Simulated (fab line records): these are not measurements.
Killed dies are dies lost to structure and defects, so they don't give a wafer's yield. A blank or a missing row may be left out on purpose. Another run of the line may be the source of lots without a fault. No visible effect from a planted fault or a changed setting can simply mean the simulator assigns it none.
fab line records	flow nand_harc	part 1 of 2: steps 1 to 3 of 6
[record] lots = 23	wafers = 69	last_day = 33
route steps=1302 shown A_STAIRCASE@789
lots untouched by any fault: they come from a run of this same line in which no faults occurred
start_h: start of the lot's first displayed wafer, in hours after the record's first day	wait_h: time in hours since the lot's previous step	" the same as in the row above	L1.1+2: one row covering several wafers at once	- either no value or no given start	* or withheld: withheld	< > ~ a bound
route shown NAME@n: a module of which the file shows steps, and the number in the route of the first	usual: average and standard deviation across the fault-free wafers	same: alike in all rows	chamber/n: place in a boat	sites: each site's reading	_std_site: standard deviation across them	_edge_site: outer sites' mean less inner sites'	radius_mm: for every site, how far away it sits from the centre of the wafer	mask NAME#n: copy n	behind: the last tool/chamber to shape the wafer	hold: what put the lot on hold/how long, in hours/how the hold closed	device: transistor that didn't switch, given as n, p or np	end of line: at the end of the route, the tests of the same wafers	a step without rows: its recipe alone	killed: at the first sort, the dies lost to defects and structure; wafer yield is something else	map: per-die view of a wafer (x killed, . not killed, _ where there is no die)
set.NAME: the setting as run; set.NAME@STEP: as run at that earlier step	model.NAME: the simulator's own value behind a step, which no gauge read
a sample of lots followed through the steps of the route, with each step as a table and each wafer as a row
services: the hour from which a tool's chamber was out of use, counted from the record's first day as start_h (under 0 if before that day), plus the number of hours and why
[[steps]]
[step NHARC_A_STAIRCASE_ETCH_273]
[recipe] target_depth_a = 1.02e+05	time_s = 2468.6	ion_energy_ev = 800	c4f8_flow_sccm = 80	o2_flow_sccm = 60	ar_flow_sccm = withheld	rf_w = 600	bias_w = 3000	chemistry = C4F8/O2/Ar
[usual] oes_product_au = 0.932/0.011	rf_vpp_V = 1824/10
lot.wafer	tool	chamber	start_h	wait_h	oes_product_au	rf_hours_counter_h	rf_vpp_V
L074.3	rie_diel-11	0	-	-	0.915	35	1808
L074.4	"	3	"	"	0.933	39	1816
L074.6	"	1	"	"	0.925	-	1841
L075.2	rie_diel-13	0	-	-	0.936	4	1829
L075.4	"	2	"	"	0.932	-	1834
L075.5	"	1	"	"	0.914	-	1822
L076.1	rie_diel-13	2	-	-	0.939	11	1834
L076.4	"	3	"	"	0.945	7	1830
L076.5	"	1	"	"	0.918	-	1821
L078.4	rie_diel-03	0	-	-	0.965	43	1819
L078.1	"	1	"	"	0.947	48	1814
L078.3	"	2	"	"	0.936	48	1832
L077.3	rie_diel-03	1	-	-	0.928	50	1815
L077.5	"	1	"	"	0.917	-	1815
L077.6	"	2	"	"	0.922	-	1832
L079.1	rie_diel-03	3	-	-	0.926	41	1814
L079.5	"	1	"	"	0.929	-	1815
L079.6	"	2	"	"	0.926	-	1833
L081.4	rie_diel-03	2	-	-	0.936	60	1831
L081.1	"	3	"	"	0.915	51	1812
L081.6	"	2	"	"	0.933	-	1832
L082.3	rie_diel-11	2	-	-	0.930	1	1821
L082.1	"	0	"	"	0.940	1	1847
L082.4	"	1	"	"	0.938	1	1842
L080.3	rie_diel-13	1	-	-	0.917	27	1820
L080.2	"	3	"	"	0.947	21	1829
L080.6	"	3	"	"	0.944	-	1829
L083.2	rie_diel-13	0	-	-	0.941	29	1828
L083.6	"	1	"	"	0.927	-	1821
L083.5	"	2	"	"	0.945	-	1835
L085.1	rie_diel-13	0	-	-	0.947	39	1826
L085.3	"	1	"	"	0.923	40	1819
L085.4	"	2	"	"	0.939	-	1833
L084.1	rie_diel-03	0	-	-	0.924	8	1817
L084.4	"	1	"	"	0.944	8	1815
L084.6	"	0	"	"	0.922	-	1816
L086.2	rie_diel-03	2	-	-	0.917	9	1831
L086.5	"	3	"	"	0.921	-	1811
L086.6	"	0	"	"	0.925	-	1817
L087.2	rie_diel-11	0	-	-	0.920	18	1846
L087.3	"	1	"	"	0.907	21	1841
L087.6	"	3	"	"	0.932	-	1814
L088.4	rie_diel-03	2	-	-	0.931	19	1830
L088.1	"	3	"	"	0.924	23	1810
L088.2	"	1	"	"	0.939	20	1814
L091.4	rie_diel-03	3	-	-	0.942	24	1811
L091.3	"	2	"	"	0.931	20	1829
L091.6	"	0	"	"	0.949	-	1815
L089.4	rie_diel-13	2	-	-	0.941	0	1831
L089.3	"	3	"	"	0.930	0	1827
L089.6	"	1	"	"	0.926	-	1819
L092.1	rie_diel-13	1	-	-	0.936	4	1818
L092.4	"	2	"	"	0.938	5	1833
L092.5	"	2	"	"	0.946	-	1833
L093.4	rie_diel-03	3	-	-	0.929	37	1811
L093.5	"	2	"	"	0.929	-	1828
L093.6	"	3	"	"	0.933	-	1810
L094.4	rie_diel-03	1	-	-	0.947	33	1814
L094.2	"	3	"	"	0.960	39	1810
L094.3	"	0	"	"	0.947	39	1814
L095.1	rie_diel-13	0	-	-	0.941	12	1826
L095.4	"	1	"	"	0.938	14	1819
L095.6	"	3	"	"	0.928	-	1827
L096.4	rie_diel-11	1	-	-	0.920	54	1838
L096.5	"	3	"	"	0.915	-	1813
L096.6	"	0	"	"	0.927	-	1845
L097.4	rie_diel-11	0	-	-	0.928	55	1846
L097.2	"	3	"	"	0.948	53	1812
L097.6	"	0	"	"	0.918	-	1845
[step NHARC_A_STAIRCASE_ETCH_452]
[recipe] target_depth_a = 300	overetch_a = 30	time_s = 16.5	ion_energy_ev = 100	cf4_flow_sccm = 80	o2_flow_sccm = 20	ar_flow_sccm = 0	rf_w = 300	bias_w = 100	chemistry = CF4/O2
[usual] drypump_motor_current_A = 5.6/0.36	mfc_ar_sccm = 0.008/0.01	oes_f_703_au = 1.001/0.0043	oes_product_au = 0.997/0.0089	rf_vpp_V = 197.6/1.4	showerhead_plenum_p_Torr = 1.33/0.051	throttle_valve_pct = 13.397/0.0087
lot.wafer	tool	chamber	start_h	wait_h	drypump_motor_current_A	mfc_ar_sccm	oes_f_703_au	oes_product_au	rf_hours_counter_h	rf_vpp_V	showerhead_plenum_p_Torr	throttle_valve_pct
L074.3	rie_diel-13	3	-	-	5.5	0.009	1.006	0.998	1	197.9	1.35	13.392
L074.6	"	3	"	"	5.5	0.009	0.995	0.991	-	197.9	1.35	13.401
L074.4	"	1	"	"	5.9	0.010	0.992	0.982	-	197.8	1.30	13.407
L075.2	rie_diel-11	2	-	-	6.1	0	0.996	0.991	44	197.3	1.31	13.389
L075.5	"	0	"	"	6.1	0.016	0.996	0.991	-	196.1	1.24	13.398
L075.4	"	3	"	"	5.1	0.039	0.999	0.999	-	196.2	1.28	13.403
L076.4	rie_diel-03	0	-	-	5.9	0.016	1.011	1.003	42	195.3	1.29	13.411
L076.1	"	2	"	"	5.9	0	0.998	0.993	46	197.2	1.36	13.399
L076.5	"	1	"	"	5.1	0	0.999	0.994	-	197.2	1.27	13.403
L078.4	rie_diel-13	2	-	-	5.1	0	1.002	1.001	15	200.0	1.37	13.410
L078.3	"	3	"	"	5.6	0.009	0.996	1.008	13	198.6	1.34	13.406
L078.1	"	1	"	"	5.9	0.010	0.996	0.992	18	198.5	1.30	13.387
L077.3	rie_diel-03	2	-	-	5.8	0	0.996	0.995	52	197.8	1.36	13.391
L077.5	"	3	"	"	5.9	0	1.006	0.991	-	196.5	1.26	13.395
L077.6	"	0	"	"	5.9	0.016	1.005	1.002	-	197.7	1.28	13.386
L079.1	rie_diel-03	2	-	-	5.8	0	0.994	0.984	53	198.8	1.36	13.393
L079.6	"	2	"	"	5.8	0	0.996	0.996	-	199.7	1.36	13.384
L079.5	"	3	"	"	5.9	0	1.006	0.985	-	196.6	1.26	13.392
L081.1	rie_diel-03	0	-	-	5.9	0.016	0.994	1.008	58	196.8	1.28	13.394
L081.4	"	1	"	"	5.1	0	1.001	1.000	63	196.2	1.27	13.394
L081.6	"	2	"	"	5.8	0	1.004	0.995	-	197.6	1.36	13.399
L082.4	rie_diel-13	0	-	-	5.3	0.009	0.999	1.005	27	196.9	1.34	13.389
L082.1	"	1	"	"	5.9	0.010	1.005	0.993	28	197.5	1.30	13.397
L082.3	"	2	"	"	5.2	0	1.004	1.002	22	199.3	1.37	13.381
L080.2	rie_diel-03	1	-	-	5.1	0	1.005	1.001	68	196.6	1.27	13.399
L080.3	"	3	"	"	5.9	0	1.002	0.987	57	197.2	1.26	13.402
L080.6	"	1	"	"	5.1	0	0.999	0.989	-	196.5	1.27	13.406
L083.2	rie_diel-13	0	-	-	5.3	0.009	1.005	1.017	37	197.9	1.34	13.406
L083.6	"	3	"	"	5.5	0.009	0.994	1.001	-	197.7	1.34	13.389
L083.5	"	0	"	"	5.3	0.009	1.001	1.008	-	198.9	1.34	13.401
L085.3	rie_diel-11	3	-	-	5.1	0.039	1.004	0.994	15	197.7	1.27	13.399
L085.4	"	0	"	"	6.1	0.016	1.006	1.000	14	199.6	1.44	13.386
L085.1	"	1	"	"	5.5	0	0.995	0.989	14	198.6	1.41	13.401
L084.4	rie_diel-13	1	-	-	5.9	0.010	0.998	0.996	45	197.8	1.30	13.399
L084.1	"	2	"	"	5.1	0	0.998	1.008	38	198.2	1.37	13.406
L084.6	"	2	"	"	5.1	0	0.994	1.009	-	197.7	1.37	13.409
L086.2	rie_diel-11	3	-	-	5.1	0.039	1.005	0.983	21	196.7	1.27	13.389
L086.6	"	1	"	"	5.5	0	1.000	0.970	-	198.2	1.41	13.406
L086.5	"	2	"	"	6.1	0	1.000	0.983	-	196.7	1.30	13.399
L087.3	rie_diel-13	1	-	-	5.9	0.010	1.010	0.995	47	196.3	1.30	13.390
L087.2	"	2	"	"	5.1	0	1.002	1.000	40	197.2	1.37	13.394
L087.6	"	1	"	"	5.9	0.010	1.000	0.997	-	197.8	1.30	13.399
L088.1	rie_diel-03	3	-	-	5.9	0	1.007	1.006	25	196.7	1.25	13.393
L088.4	"	0	"	"	5.9	0.016	1.001	0.996	25	195.3	1.28	13.402
L088.2	"	2	"	"	5.8	0	1.005	1.007	21	197.2	1.35	13.386
L091.3	rie_diel-13	3	-	-	5.5	0.009	1.000	0.989	1	196.7	1.34	13.406
L091.4	"	1	"	"	5.9	0.010	0.998	0.995	2	196.8	1.29	13.384
L091.6	"	0	"	"	5.3	0.009	0.998	1.004	-	198.6	1.34	13.398
L089.4	rie_diel-13	3	-	-	5.6	0.009	0.995	0.994	2	198.1	1.34	13.408
L089.3	"	0	"	"	5.3	0.009	1.005	0.992	2	199.3	1.34	13.408
L089.6	"	3	"	"	5.5	0.009	1.000	0.987	-	197.1	1.34	13.407
L092.1	rie_diel-03	3	-	-	5.9	0	1.000	0.999	30	196.4	1.25	13.395
L092.4	"	0	"	"	5.9	0.016	1.003	1.005	31	196.7	1.27	13.402
L092.5	"	1	"	"	5.1	0	1.005	1.004	-	197.3	1.26	13.402
L093.4	rie_diel-11	1	-	-	5.6	0	1.003	0.993	45	199.1	1.40	13.405
L093.6	"	1	"	"	5.6	0	1.005	0.989	-	198.4	1.40	13.413
L093.5	"	2	"	"	6.1	0	0.999	0.989	-	196.4	1.30	13.387
L095.4	rie_diel-11	0	-	-	6.1	0.016	1.001	0.993	50	199.6	1.43	13.382
L095.1	"	2	"	"	6.1	0	1.002	0.999	50	198.3	1.30	13.389
L095.6	"	0	"	"	6.1	0.016	1.003	0.996	-	199.2	1.43	13.410
L094.2	rie_diel-11	1	-	-	5.5	0	0.994	0.987	52	199.4	1.40	13.412
L094.4	"	2	"	"	6.1	0	1.003	0.996	51	196.7	1.30	13.382
L094.3	"	0	"	"	6.1	0.016	0.999	0.997	51	199.8	1.43	13.400
L096.4	rie_diel-13	3	-	-	5.5	0.009	1.004	0.982	18	197.5	1.34	13.392
L096.5	"	3	"	"	5.6	0.009	1.004	0.993	-	199.2	1.34	13.398
L096.6	"	0	"	"	5.3	0.009	0.996	0.988	-	197.3	1.33	13.379
L097.2	rie_diel-11	3	-	-	5.1	0.039	1.004	0.994	54	196.4	1.26	13.409
L097.4	"	2	"	"	6.1	0	1.002	0.988	54	197.2	1.30	13.401
L097.6	"	0	"	"	6.1	0.016	1.007	0.996	-	201.4	1.43	13.398
[step NHARC_A_STAIRCASE_DESCUM_312]
[recipe] time_s = 3	o2_flow_sccm = 200	ar_flow_sccm = 0	bias_power_w = 0	chemistry = O2
[usual] drypump_motor_current_A = 5.6/0.36	mfc_ar_sccm = 0.008/0.0099	oes_product_au = 0.997/0.0099	rf_vpp_V = 57.8/0.89	showerhead_plenum_p_Torr = 1.90/0.074	throttle_valve_pct = 11.311/0.0088
lot.wafer	tool	chamber	start_h	wait_h	drypump_motor_current_A	mfc_ar_sccm	oes_product_au	rf_hours_counter_h	rf_vpp_V	showerhead_plenum_p_Torr	throttle_valve_pct
L074.3	rie_diel-11	3	383.19	-	5.1	0.039	0.997	41	57.0	1.83	11.305
L074.6	"	0	"	"	6.1	0.016	0.990	-	58.2	1.77	11.310
L074.4	"	3	"	"	5.1	0.039	0.992	-	57.3	1.83	11.318
L075.4	rie_diel-03	1	383.87	-	5.1	0	0.999	36	58.6	1.83	11.292
L075.2	"	2	"	"	5.8	0	0.989	35	58.5	1.96	11.308
L075.5	"	2	"	"	5.8	0	1.000	-	57.0	1.96	11.311
L076.1	rie_diel-03	1	413.08	-	5.1	0	0.997	49	57.8	1.82	11.314
L076.4	"	3	"	"	5.9	0	0.974	39	56.5	1.80	11.313
L076.5	"	1	"	"	5.1	0	1.000	-	57.1	1.82	11.321
L078.3	rie_diel-13	3	422.87	-	5.5	0.009	1.020	14	57.8	1.93	11.298
L078.4	"	1	"	"	5.9	0.010	0.997	20	56.6	1.86	11.302
L078.1	"	2	"	"	5.1	0	1.014	17	59.4	1.97	11.307
L077.3	rie_diel-13	0	424.31	-	5.3	0.009	1.006	22	58.7	1.93	11.316
L077.6	"	0	"	"	5.3	0.009	0.996	-	56.2	1.93	11.295
L077.5	"	3	"	"	5.5	0.009	1.009	-	56.4	1.93	11.330
L079.1	rie_diel-13	0	426.67	-	5.3	0.009	1.018	23	57.0	1.93	11.312
L079.6	"	1	"	"	5.9	0.010	0.991	-	57.4	1.86	11.325
L079.5	"	3	"	"	5.5	0.009	1.010	-	59.6	1.93	11.299
L081.4	rie_diel-11	3	450.60	-	5.2	0.039	0.982	3	57.4	1.82	11.316
L081.1	"	2	"	"	6.1	0	0.989	3	57.9	1.87	11.306
L081.6	"	3	"	"	5.2	0.039	0.980	-	58.4	1.82	11.317
L082.3	rie_diel-13	1	460.42	-	5.9	0.010	0.985	31	57.4	1.86	11.307
L082.4	"	2	"	"	5.2	0	0.996	24	59.4	1.96	11.320
L082.1	"	3	"	"	5.5	0.009	0.998	23	56.9	1.92	11.313
L080.2	rie_diel-13	1	461.59	-	5.9	0.010	1.000	32	57.1	1.86	11.321
L080.3	"	2	"	"	5.1	0	1.005	25	58.4	1.96	11.311
L080.6	"	3	"	"	5.5	0.009	1.009	-	58.5	1.92	11.323
L083.2	rie_diel-11	3	476.92	-	5.1	0.039	0.992	13	58.5	1.82	11.311
L083.5	"	1	"	"	5.5	0	0.990	-	58.3	2.02	11.307
L083.6	"	2	"	"	6.1	0	0.987	-	57.6	1.87	11.304
L085.3	rie_diel-13	0	497.14	-	5.3	0.009	0.992	43	59.6	1.92	11.304
L085.1	"	2	"	"	5.1	0	1.002	38	58.7	1.96	11.320
L085.4	"	2	"	"	5.1	0	1.010	-	57.4	1.96	11.304
L084.1	rie_diel-11	3	506.31	-	5.1	0.039	0.997	22	57.8	1.82	11.299
L084.4	"	0	"	"	6.1	0.016	0.996	20	59.3	2.07	11.302
L084.6	"	3	"	"	5.1	0.039	0.993	-	57.7	1.82	11.311
L086.2	rie_diel-13	2	508.93	-	5.2	0	1.005	40	59.2	1.96	11.315
L086.6	"	1	"	"	5.9	0.010	0.990	-	58.1	1.85	11.307
L086.5	"	2	"	"	5.1	0	1.007	-	59.3	1.96	11.306
L087.3	rie_diel-13	3	511.81	-	5.5	0.009	0.994	35	57.9	1.92	11.323
L087.2	"	0	"	"	5.4	0.009	1.002	47	58.0	1.92	11.312
L087.6	"	3	"	"	5.5	0.009	0.994	-	58.1	1.92	11.305
L088.1	rie_diel-03	2	536.53	-	5.9	0	1.000	22	58.4	1.94	11.297
L088.4	"	3	"	"	5.9	0	1.006	27	57.1	1.79	11.324
L088.2	"	0	"	"	5.9	0.016	1.000	27	57.9	1.83	11.302
L091.4	rie_diel-03	2	541.10	-	5.8	0	0.985	23	57.3	1.94	11.316
L091.3	"	1	"	"	5.1	0	0.991	24	57.5	1.81	11.314
L091.6	"	2	"	"	5.8	0	0.989	-	58.0	1.94	11.318
L089.3	rie_diel-11	1	545.81	-	5.5	0	0.991	35	58.5	2.01	11.322
L089.4	"	2	"	"	6.1	0	0.993	35	58.7	1.86	11.324
L089.6	"	2	"	"	6.1	0	0.987	-	58.5	1.86	11.312
L092.4	rie_diel-11	2	556.84	-	6.1	0	1.007	38	57.3	1.86	11.323
L092.1	"	3	"	"	5.1	0.039	0.995	38	56.9	1.81	11.313
L092.5	"	2	"	"	6.1	0	0.998	-	55.7	1.86	11.315
L093.4	rie_diel-13	3	584.71	-	5.5	0.009	0.991	13	58.4	1.91	11.307
L093.5	"	2	"	"	5.2	0	1.000	-	59.5	1.95	11.324
L093.6	"	3	"	"	5.5	0.009	0.984	-	57.6	1.91	11.312
L095.1	rie_diel-13	3	591.81	-	5.5	0.009	0.992	17	57.4	1.91	11.316
L095.4	"	0	"	"	5.3	0.009	0.995	18	58.2	1.91	11.314
L095.6	"	1	"	"	5.9	0.010	0.988	-	58.7	1.85	11.309
L094.4	rie_diel-03	1	592.07	-	5.1	0	1.005	40	57.9	1.80	11.299
L094.3	"	3	"	"	5.9	0	1.012	49	58.5	1.78	11.309
L094.2	"	0	"	"	5.9	0.016	0.996	47	57.9	1.82	11.302
L096.4	rie_diel-13	1	606.65	-	5.9	0.010	0.988	21	58.1	1.85	11.303
L096.5	"	1	"	"	5.9	0.010	0.996	-	58.0	1.85	11.306
L096.6	"	2	"	"	5.1	0	1.012	-	57.3	1.95	11.314
L097.2	rie_diel-03	0	610.22	-	5.9	0.016	0.998	49	57.5	1.82	11.313
L097.4	"	1	"	"	5.1	0	1.006	46	57.0	1.80	11.330
L097.6	"	0	"	"	5.9	0.016	1.000	-	57.1	1.82	11.308
